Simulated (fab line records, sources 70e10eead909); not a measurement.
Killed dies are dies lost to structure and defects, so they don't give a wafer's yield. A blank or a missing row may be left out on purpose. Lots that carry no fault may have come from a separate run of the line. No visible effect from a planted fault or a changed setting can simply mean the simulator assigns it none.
Matching of chambers ; flow nand-harc ; rie-diel-02 running NHARC_A_STAIRCASE_TRIM_20: 4 sister chambers
The step chemistry O2, time 211.2 s. 4 wafers are shown with their chamber, then 11 later ones without.

== WAFERS PAIRED WITH THEIR CHAMBERS ==
wafer;chamber;drypump-motor-current-A (A)
L088.4;3;5.2
L090.1;2;4.9
L090.2;0;5.2
L092.1;1;6.2

== WAFERS WHOSE CHAMBER IS MISSING ==
wafer;drypump-motor-current-A (A)
L092.4;5.2
L092.5;5.3
L093.2;6.2
L093.3;5.3
L093.4;4.9
L096.2;6.2
L096.4;5.2
L096.5;5.2
L097.1;5.2
L097.3;5.0
L097.4;6.2

== WHICH CHAMBER EACH ONE RAN IN ==
wafer;from the rows above;in truth
L092.4;can't be placed: 0 or 3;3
L092.5;can't be placed: 0 or 3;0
L093.2;1;1
L093.3;can't be placed: 0 or 3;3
L093.4;2;2
L096.2;1;1
L096.4;can't be placed: 0 or 3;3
L096.5;can't be placed: 0 or 3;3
L097.1;can't be placed: 0 or 3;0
L097.3;can't be placed: 2 or 0 or 3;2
L097.4;1;1
4 of 11 placed correctly. Not placeable from these rows: 7 (in 7, the candidates include the true chamber). Number placed wrongly: 0.
How it was worked out, from the rows above alone: a wafer's distance from a chamber is the root of the sum, over the readings, of the square of ((its reading less the chamber's mean) divided by the reading's scatter). If the next closest chamber is less than 2 further off than the closest, the wafer can't be placed; otherwise it belongs to the closest. Each chamber's mean is taken over the wafers shown for it. The scatter (one wafer shown for each chamber): square how far every hidden wafer sits from the nearest shown wafer, average those squares and take the square root.
